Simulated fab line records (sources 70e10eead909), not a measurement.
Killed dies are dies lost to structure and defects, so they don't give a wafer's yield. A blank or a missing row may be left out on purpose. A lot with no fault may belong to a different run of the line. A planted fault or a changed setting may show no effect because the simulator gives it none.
fab line records	flow nand_harc
record lots=5	wafers=15	last_day=32
route steps=1302 shown P_ZERO_WELL@44 END@1302
lots untouched by any fault: they come from a run of this same line in which no faults occurred
start_h: hours from the record's opening day to when the first of the lot's shown wafers began	wait_h: hours from the lot's prior step to this one	" the same as in the row above	L1.1+2: several wafers, shown together as one row	- no value, or no start was given	* or withheld: withheld	< > ~ a bound
route shown NAME@n: names a module that has steps shown in the file, with the first one's number in the route	usual: mean/standard deviation of fault-free wafers	same: alike in all rows	chamber/n: place in a boat	sites: the reading at each site	_std_site: the standard deviation of these	_edge_site: outer sites' mean less inner sites'	radius_mm: for every site, how far away it sits from the centre of the wafer	mask NAME#n: copy n	behind: the tool/chamber that last shaped the wafer	hold: what put the lot on hold/how long, in hours/how the hold closed	device: which transistor (n, p or np) failed to switch	end of line: tests of these same wafers at the route's end	a step without rows: its recipe alone	killed: not the wafer's yield, but the dies lost to structure and defects at the first sort	map: a wafer's dies, x killed, . not, _ none there
set.NAME: the setting that was run; set.NAME@STEP: the one run at that earlier step	model.NAME: the simulator's own value behind a step, which no gauge read
lots at some steps of the route; a table a step, a row a wafer
services: from which hour (start_h, from the record's first day; less than 0 if before it) a tool's chamber was out of use, for how many hours, and why
## steps
# step NHARC_P_ZERO_WELL_CD_MEAS_37
# recipe target_cd_nm=720	landing_energy_ev=500
# usual cd_nm=720.8/2.3
# same landing_energy_ev=500
lot.wafer	tool	chamber	start_h	wait_h	cd_nm
L765.2	cd_sem-02	0	74.43	-	719.6
L765.5	"	0	"	"	722.8
L765.6	"	0	"	"	719.1
L776.1	cd_sem-01	0	184.12	-	719.7
L776.3	"	0	"	"	720.5
L776.4	"	0	"	"	720.0
L777.1	cd_sem-01	0	194.09	-	718.9
L777.4	"	0	"	"	717.8
L777.6	"	0	"	"	720.8
L778.1	cd_sem-01	0	203.98	-	719.9
L778.4	"	0	"	"	720.6
L778.6	"	0	"	"	717.0
L780.1	cd_sem-02	0	224.26	-	725.5
L780.4	"	0	"	"	721.6
L780.6	"	0	"	"	726.0
# step NHARC_P_ZERO_WELL_HARDBAKE_38
# recipe temp_c=125	time_s=80
# step NHARC_P_ZERO_WELL_DESCUM_39
# recipe time_s=3	o2_flow_sccm=200	ar_flow_sccm=0	bias_power_w=0	chemistry=O2
# usual drypump_motor_current_A=5.8/0.34	oes_product_au=1.001/0.0098	rf_vpp_V=57.8/0.91	showerhead_plenum_p_Torr=1.91/0.065	throttle_valve_pct=11.311/0.0086
lot.wafer	tool	chamber	start_h	wait_h	drypump_motor_current_A	oes_product_au	rf_hours_counter_h	rf_vpp_V	showerhead_plenum_p_Torr	throttle_valve_pct
L765.2	rie_diel-12	1	74.61	-	5.6	0.999	53	58.3	1.88	11.313
L765.6	"	3	"	"	6.0	0.994	-	57.9	2.00	11.309
L765.5	"	0	"	"	5.8	0.988	-	57.2	1.90	11.318
L776.3	rie_diel-08	0	184.29	-	5.8	0.997	56	57.8	1.80	11.314
L776.4	"	1	"	"	5.5	1.026	54	58.3	1.87	11.324
L776.1	"	3	"	"	6.4	0.997	65	57.9	2.01	11.313
L777.1	rie_diel-07	1	194.26	-	6.3	1.009	25	58.2	1.86	11.305
L777.4	"	2	"	"	5.9	1.004	16	58.3	1.93	11.314
L777.6	"	1	"	"	6.3	1.003	-	57.5	1.86	11.293
L778.1	rie_diel-12	2	204.14	-	5.8	0.990	35	58.6	1.98	11.295
L778.4	"	3	"	"	6.0	1.006	30	59.2	1.98	11.297
L778.6	"	2	"	"	5.8	0.973	-	56.7	1.98	11.314
L780.1	rie_diel-12	0	224.42	-	5.8	1.002	36	58.1	1.88	11.315
L780.4	"	1	"	"	5.6	1.004	37	58.8	1.86	11.311
L780.6	"	1	"	"	5.6	0.997	-	57.9	1.86	11.306
# step NHARC_P_ZERO_WELL_IMPLANT_40
# recipe energy_kev=300	dose_cm2=1e+13	tilt_deg=7
# step NHARC_P_ZERO_WELL_IMPLANT_59
# recipe energy_kev=120	dose_cm2=5e+12	tilt_deg=7
# step NHARC_P_ZERO_WELL_IMPLANT_60
# recipe energy_kev=30	dose_cm2=2e+12	tilt_deg=7
# step NHARC_P_ZERO_WELL_STRIP_41
# recipe time_s=840	temp_c=130	chemistry=SPM
# step NHARC_P_ZERO_WELL_DEHYDRATE_44
# recipe temp_c=150	time_s=120
# step NHARC_P_ZERO_WELL_HMDS_45
# recipe time_s=30
# step NHARC_P_ZERO_WELL_COAT_46
# recipe spin_rpm=withheld
# step NHARC_P_ZERO_WELL_SOFTBAKE_47
# recipe temp_c=122	time_s=95
# step NHARC_P_ZERO_WELL_EBR_48
# step NHARC_P_ZERO_WELL_EXPOSE_49
# recipe na=0.6	target_cd_nm=2000	dose_mj=22.64	mask_id=P_HVPW
lot.wafer	tool	chamber	start_h	wait_h	mask
L765.2+5+6	krf_scanner-01	0	75.92	-	P_HVPW_R1#0
L776.1+3+4	krf_scanner-01	0	185.48	-	P_HVPW#0
L777.1+4+6	krf_scanner-01	0	195.44	-	P_HVPW#0
L778.1+4+6	krf_scanner-02	0	205.46	-	P_HVPW#0
L780.1+4+6	krf_scanner-01	0	225.75	-	P_HVPW#0
# step NHARC_P_ZERO_WELL_PEB_50
# recipe peb_temp_c=118	peb_time_s=85
# step NHARC_P_ZERO_WELL_DEVELOP_51
# recipe time_s=70
# step NHARC_P_ZERO_WELL_CD_MEAS_52
# recipe target_cd_nm=2000	landing_energy_ev=500
# usual cd_nm=1999.9/2.6
# same landing_energy_ev=500
lot.wafer	tool	chamber	start_h	wait_h	hold	cd_nm
L765.2	cd_sem-02	0	76.08	-	await_dispo/0.2h/release	1918.3
L765.5	"	0	"	"	await_dispo/0.2h/release	1920.7
L765.6	"	0	"	"	await_dispo/0.2h/release	1921.6
L765.2	cd_sem-02	0	-	-	-	1918.1
L765.5	"	0	"	"	-	1921.1
L765.6	"	0	"	"	-	1921.7
L776.1	cd_sem-03	0	185.64	-	-	2000.7
L776.3	"	0	"	"	-	2000.0
L776.4	"	0	"	"	-	2000.5
L777.1	cd_sem-03	0	195.60	-	-	1998.2
L777.4	"	0	"	"	-	2000.1
L777.6	"	0	"	"	-	2000.7
L778.1	cd_sem-01	0	205.62	-	-	2004.5
L778.4	"	0	"	"	-	2004.3
L778.6	"	0	"	"	-	2001.2
L780.1	cd_sem-01	0	225.90	-	-	2003.5
L780.4	"	0	"	"	-	1998.0
L780.6	"	0	"	"	-	2003.9
# step NHARC_P_ZERO_WELL_DESCUM_54
# recipe time_s=3	o2_flow_sccm=200	ar_flow_sccm=0	bias_power_w=0	chemistry=O2
# usual drypump_motor_current_A=5.8/0.36	oes_product_au=1.000/0.01	rf_vpp_V=57.7/0.85	showerhead_plenum_p_Torr=1.92/0.064	throttle_valve_pct=11.311/0.0086
lot.wafer	tool	chamber	start_h	wait_h	drypump_motor_current_A	oes_product_au	rf_hours_counter_h	rf_vpp_V	showerhead_plenum_p_Torr	throttle_valve_pct	model.P_ZERO_WELL.cd_nm
L765.2	rie_diel-08	2	83.36	-	5.9	0.989	18	57.1	2.00	11.321	1918
L765.6	"	2	"	"	6.0	0.995	-	57.3	2.00	11.303	1922
L765.5	"	3	"	"	6.4	0.993	-	57.8	2.03	11.307	1920
L776.3	rie_diel-12	3	185.80	-	6.0	1.000	24	57.8	1.99	11.303	2000
L776.1	"	0	"	"	5.8	1.000	26	57.3	1.89	11.309	2001
L776.4	"	2	"	"	5.8	0.978	29	57.3	1.98	11.320	2000
L777.1	rie_diel-12	0	195.78	-	5.8	1.010	28	57.8	1.89	11.286	1998
L777.4	"	2	"	"	5.8	0.980	33	56.7	1.98	11.312	2000
L777.6	"	0	"	"	5.8	1.001	-	57.5	1.89	11.308	2001
L778.4	rie_diel-12	1	205.81	-	5.6	1.011	33	57.4	1.86	11.318	2005
L778.1	"	2	"	"	5.9	0.986	35	58.5	1.98	11.317	2004
L778.6	"	0	"	"	5.8	1.012	-	56.6	1.89	11.312	2001
L780.4	rie_diel-08	2	226.06	-	5.9	0.971	5	57.0	1.99	11.319	1998
L780.1	"	1	"	"	5.4	0.998	6	57.7	1.86	11.336	2004
L780.6	"	3	"	"	6.3	0.987	-	57.7	2.01	11.306	2003
# step NHARC_P_ZERO_WELL_IMPLANT_55
# recipe energy_kev=180	dose_cm2=8e+11	tilt_deg=7
# step NHARC_END_SORT_01
# recipe temp_c=25
# usual killed_at_array=56/17	killed_at_other=1.2/1.4	killed_at_periphery=4/3.2	killed_dies=61/16	killed_open=3.6/2.1	killed_short=2.7/1.8
# same gross_dies=677
lot.wafer	tool	chamber	start_h	wait_h	killed_at_array	killed_at_other	killed_at_periphery	killed_dies	killed_open	killed_short
L765.2	prober-02	0	610.22	2.8	26	1	8	35	6	4
L765.5	prober-02	0	612.62	3.7	26	1	7	34	6	3
L765.6	prober-02	0	613.42	4.0	27	2	16	45	6	4
L778.1	prober-01	0	738.42	2.5	86	0	9	95	4	1
L778.4	prober-01	0	740.83	3.4	65	1	6	72	3	0
L778.6	prober-01	0	742.43	4.0	68	0	5	73	3	2
# killed by level:class
L765.2 A_CHANNEL_HOLE_D2:chamber_film_flake=8 P_BONDPAD:chamber_film_flake=5 A_STAIRCASE:chamber_film_flake=4 A_WL_FILL:geometric_particle:short=2 A_CHANNEL_HOLE_D1:chamber_film_flake=2 A_DECK1_JOINT:chamber_film_flake=2 P_GATE:geometric_particle:open=1 A_ONON_D1:geometric_particle:short=1
L765.5 A_CHANNEL_HOLE_D2:chamber_film_flake=12 P_STI:chamber_film_flake=3 A_CHANNEL_HOLE_D1:chamber_film_flake=3 P_M0:geometric_particle:open=2 A_ONON_D2:geometric_particle:open=2 P_BONDPAD:chamber_film_flake=2 A_ONON_D1:geometric_particle:short=1 A_DECK1_JOINT:geometric_particle:short=1
L765.6 A_CHANNEL_HOLE_D2:chamber_film_flake=10 P_STI:chamber_film_flake=4 P_BONDPAD:chamber_film_flake=3 P_ZERO_WELL:chamber_film_flake=3 P_GATE:chamber_film_flake=3 A_CHANNEL_HOLE_D1:chamber_film_flake=3 P_GATE:geometric_particle:open=2 A_CHANNEL_FILL_D2:geometric_particle:short=2
L778.1 A_CHANNEL_HOLE_D1:chamber_film_flake=35 A_SLIT:chamber_film_flake=34 A_STAIRCASE:chamber_film_flake=5 P_ZERO_WELL:chamber_film_flake=3 P_BONDPAD:chamber_film_flake=3 A_CONTACT:chamber_film_flake=3 A_WL_FILL:chamber_film_flake=2 A_BONDPAD:chamber_film_flake=2
L778.4 A_SLIT:chamber_film_flake=32 A_CHANNEL_HOLE_D1:chamber_film_flake=19 A_STAIRCASE:chamber_film_flake=4 P_BONDPAD:chamber_film_flake=3 A_BONDPAD:chamber_film_flake=3 P_ZERO_WELL:chamber_film_flake=2 A_WL_FILL:chamber_film_flake=2 A_CHANNEL_HOLE_D2:geometric_particle:open=1
L778.6 A_CHANNEL_HOLE_D1:chamber_film_flake=26 A_SLIT:chamber_film_flake=25 P_BONDPAD:chamber_film_flake=4 A_STAIRCASE:chamber_film_flake=3 A_WL_FILL:chamber_film_flake=3 A_CONTACT:chamber_film_flake=3 A_BONDPAD:chamber_film_flake=2 A_CHANNEL_HOLE_D1:geometric_particle:short=1
## services
tool	chamber	start_h	hours	kind
rie_diel-12	-	56.26	7.1	repair
rie_diel-07	2	61.73	9.7	repair
rie_diel-08	0	64.02	2.9	repair
rie_diel-12	0	71.88	-	clean
rie_diel-12	1	71.88	-	clean
rie_diel-12	2	71.88	-	clean
rie_diel-12	3	71.88	-	clean
rie_diel-12	-	92.71	9.0	pm
rie_diel-12	0	92.71	9.0	vent_cycle
rie_diel-12	1	92.71	9.0	vent_cycle
rie_diel-12	2	92.71	9.0	vent_cycle
krf_scanner-02	-	94.00	4.0	pm
rie_diel-08	0	94.80	1.9	repair
rie_diel-12	3	102.99	7.3	repair
rie_diel-08	1	111.23	1.2	repair
rie_diel-07	-	117.20	9.0	pm
rie_diel-12	1	137.57	9.9	repair
krf_scanner-01	-	140.00	4.0	pm
rie_diel-07	2	144.88	9.2	repair
rie_diel-12	-	177.68	1.4	repair
rie_diel-08	-	190.88	9.0	pm
krf_scanner-01	-	195.89	0.3	repair
rie_diel-07	3	202.03	9.6	repair
krf_scanner-02	-	221.34	1.1	repair
## key
first_sign step=NHARC_P_ZERO_WELL_EXPOSE_49	reading=mask	direction=changed
effect step=NHARC_P_ZERO_WELL_CD_MEAS_52	reading=visit	direction=added
effect step=NHARC_P_ZERO_WELL_CD_MEAS_52	reading=cd_nm	direction=down	sigmas=30	usual=1999.9	struck=1920.2
model_effect step=NHARC_P_ZERO_WELL_DESCUM_54	value=P_ZERO_WELL.cd_nm	without=1998	struck=1920
met_at NHARC_P_ZERO_WELL_EXPOSE_49
struck_wafers L765.2,L765.5,L765.6
tester_left_out L765
fault kind=wrong_mask	tool=any	chamber=-	onset_h=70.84	steps=NHARC_P_ZERO_WELL_EXPOSE_49	aux_copy=P_HVPW_R1#0	cd_offset_nm=-77.533	scope=struck_lots_only
# tester_left_out: of these lots the tester's yield and bins aren't shown, on N5 and GAA mostly nor the transistor test; their killed dies are dies lost to structure and defects alone, not to doping, threshold or leakage, so they don't give the yield
